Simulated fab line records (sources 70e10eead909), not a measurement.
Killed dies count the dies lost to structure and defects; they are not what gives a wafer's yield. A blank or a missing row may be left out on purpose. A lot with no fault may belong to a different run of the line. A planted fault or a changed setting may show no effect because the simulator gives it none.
What tool caused it?    flow nand_harc    42 wafers from 14 lots sampled at 5 of the route's 1159 steps

WHAT THE GAUGES SHOWED, per wafer
NHARC_A_ZERO_WELL_INSPECT_17.
lot   measured      on                 raw_defect_count
L117  day 6 16:40   defect_inspect-01  12 9 12
L118  day 6 22:31   defect_inspect-01  6 9 9
L121  day 7 20:48   defect_inspect-01  6 10 12
L122  day 8 00:19   defect_inspect-01  6 9 9
L123  day 8 00:59   defect_inspect-02  4 4 3
L124  day 8 09:38   defect_inspect-02  11 16 7
L126  day 8 20:54   defect_inspect-02  14 7 7
L131  day 9 23:26   defect_inspect-01  9 6 13
L128  day 10 00:41  defect_inspect-02  13 9 10
L129  day 10 10:08  defect_inspect-02  18 5 13
L135  day 11 05:04  defect_inspect-01  16 23 8
L136  day 11 10:17  defect_inspect-02  3 9 22
L139  day 12 03:59  defect_inspect-02  7 14 6
L140  day 12 16:52  defect_inspect-02  6 5 3

NHARC_END_SORT_01.
lot   measured      on         killed_at_array  killed_at_other  killed_at_periphery  killed_dies  killed_open  killed_short
L135  day 24 11:56  prober-02  676 677 673      0 0 0            1 0 4                677 677 677  1 4 2        2 4 3
L136  day 24 21:21  prober-02  677 673 673      0 0 0            0 4 4                677 677 677  0 3 4        1 1 3

EACH LOT AND THE TOOL THAT RAN IT (in order: tool; ch and the chambers of the sampled wafers; start)
lot   NHARC_A_ZERO_WELL_RTA_16          NHARC_A_ONON_D1_DEP_19            NHARC_A_CHANNEL_HOLE_D1_DEP_00
L117  rtp_anneal-02 ch 0, day 6 16:28   pecvd_onon-02 ch 0, day 7 23:16   acl_dep-01 ch 0, day 8 04:44
L118  rtp_anneal-02 ch 0, day 6 22:25   pecvd_onon-03 ch 0, day 8 04:50   acl_dep-01 ch 0, day 8 12:26
L121  rtp_anneal-02 ch 0, day 7 20:38   pecvd_onon-02 ch 0, day 9 01:46   acl_dep-01 ch 0, day 9 05:20
L122  rtp_anneal-02 ch 0, day 8 00:07   pecvd_onon-04 ch 0, day 9 06:44   acl_dep-03 ch 0, day 9 09:33
L123  rtp_anneal-02 ch 0, day 8 00:50   pecvd_onon-02 ch 0, day 9 06:52   acl_dep-02 ch 0, day 9 10:11
L124  rtp_anneal-01 ch 0, day 8 09:28   pecvd_onon-04 ch 0, day 9 17:33   acl_dep-01 ch 0, day 9 20:37
L126  rtp_anneal-01 ch 0, day 8 20:43   pecvd_onon-02 ch 0, day 10 04:47  acl_dep-01 ch 0, day 10 07:40
L131  rtp_anneal-02 ch 0, day 9 23:19   pecvd_onon-02 ch 0, day 11 09:28  acl_dep-02 ch 0, day 11 14:50
L128  rtp_anneal-01 ch 0, day 10 00:29  pecvd_onon-03 ch 0, day 11 09:09  acl_dep-03 ch 0, day 11 13:24
L129  rtp_anneal-01 ch 0, day 10 09:56  pecvd_onon-02 ch 0, day 11 18:20  acl_dep-03 ch 0, day 11 21:29
L135  rtp_anneal-02 ch 0, day 11 04:52  pecvd_onon-04, day 12 16:35       -
L136  rtp_anneal-01 ch 0, day 11 10:09  pecvd_onon-03, day 12 16:42       -
L139  rtp_anneal-02 ch 0, day 12 03:47  pecvd_onon-04 ch 0, day 13 12:55  acl_dep-03 ch 0, day 13 19:23
L140  rtp_anneal-01 ch 0, day 12 16:40  pecvd_onon-04 ch 0, day 13 23:24  acl_dep-02 ch 0, day 14 02:53
- NHARC_A_ZERO_WELL_RTA_16: time 10 s.
- NHARC_A_ONON_D1_DEP_19: target thk 1000 nm.
- NHARC_A_CHANNEL_HOLE_D1_DEP_00: deposits aC, target thk 3100 nm.

WHAT THE TOOLS THEMSELVES READ (means of the sampled wafers that have a number; where no wafer has one, the mark that the record gives instead)
NHARC_A_ZERO_WELL_RTA_16.
lot   tool           anneal_temp_c_max  lamp_power_pct (%)  lamp_zone_2_pct (%)  lamp_zone_7_pct (%)  wafer_temp_C_max
L117  rtp_anneal-02  1005.8             34.7                34.7                 35.3                 1005.5
L118  rtp_anneal-02  1005.2             34.7                34.7                 35.3                 1004.4
L121  rtp_anneal-02  1005.4             34.7                34.7                 35.2                 1005.2
L122  rtp_anneal-02  1005.2             34.7                34.7                 35.3                 1005.0
L123  rtp_anneal-02  1005.5             34.7                34.7                 35.3                 1004.7
L124  rtp_anneal-01  1004.9             33.1                33.0                 33.6                 1003.2
L126  rtp_anneal-01  1004.8             33.0                32.9                 33.5                 1004.0
L131  rtp_anneal-02  1004.6             34.7                34.7                 35.3                 1003.8
L128  rtp_anneal-01  1004.5             33.1                33.1                 33.6                 1004.8
L129  rtp_anneal-01  1004.2             33.0                33.0                 33.6                 1003.6
L135  rtp_anneal-02  1004.3             34.7                34.7                 35.3                 1004.4
L136  rtp_anneal-01  1003.7             33.1                33.1                 33.6                 1004.5
L139  rtp_anneal-02  1004.9             34.7                34.7                 35.3                 1005.2
L140  rtp_anneal-01  1003.9             33.0                33.0                 33.6                 1004.1

NHARC_A_ONON_D1_DEP_19.
lot   tool           n2_flow_sccm (sccm)  n2o_flow_sccm (sccm)
L117  pecvd_onon-02  2740                 2000
L118  pecvd_onon-03  2764                 2005
L121  pecvd_onon-02  2741                 2001
L122  pecvd_onon-04  2752                 2003
L123  pecvd_onon-02  2748                 1996
L124  pecvd_onon-04  2774                 1998
L126  pecvd_onon-02  2767                 1996
L131  pecvd_onon-02  2746                 2004
L128  pecvd_onon-03  2743                 2000
L129  pecvd_onon-02  2747                 2005
L135  pecvd_onon-04  -                    -
L136  pecvd_onon-03  -                    -
L139  pecvd_onon-04  2750                 1997
L140  pecvd_onon-04  2755                 2010

NHARC_A_CHANNEL_HOLE_D1_DEP_00.
lot   tool        susceptor_temp_C (C)  throttle_valve_pct (%)
L117  acl_dep-01  399.98                34.997
L118  acl_dep-01  -                     34.999
L121  acl_dep-01  -                     34.996
L122  acl_dep-03  400.06                35.003
L123  acl_dep-02  -                     35.000
L124  acl_dep-01  -                     34.997
L126  acl_dep-01  -                     34.999
L131  acl_dep-02  399.96                35.005
L128  acl_dep-03  399.83                35.000
L129  acl_dep-03  400.50                34.995
L139  acl_dep-03  400.15                35.001
L140  acl_dep-02  399.78                34.999

THE ANSWER, worked out from the rows above alone
Rule: the lots themselves supply what counts as usual. The widest of any qualifying gaps counts: lots, ordered by their means at a reading, are off when they make up no more than a third of the lots, leave a main group of 4 or more, and stand apart from it by 3 or more times the standard deviation of that group's means. Not used: any main group whose means are identical at the precision the tables above print for the reading. A lot without any number at a reading at which 4 lots or more have one is off too. Where the step has rows for the other lots, those lots are counted as sound. The gauges are gone through in route order, then the tools' own readings, and for those a lot's mean is taken as printed above. At the first step where some lot is off, the reading lying furthest off is the one used; lots without a number count as furthest.
Off at NHARC_A_ONON_D1_DEP_19 (n2_flow_sccm): L135, L136. Without a number there: L135, L136. Mean 2752 sccm and standard deviation 10 in the main group.
If a tool, at that step or one of the process steps before it, ran each lot that is off and ran no sound lot following the first of them, it fits. None of those tried fits.

WHAT THE SIMULATOR PUT IN
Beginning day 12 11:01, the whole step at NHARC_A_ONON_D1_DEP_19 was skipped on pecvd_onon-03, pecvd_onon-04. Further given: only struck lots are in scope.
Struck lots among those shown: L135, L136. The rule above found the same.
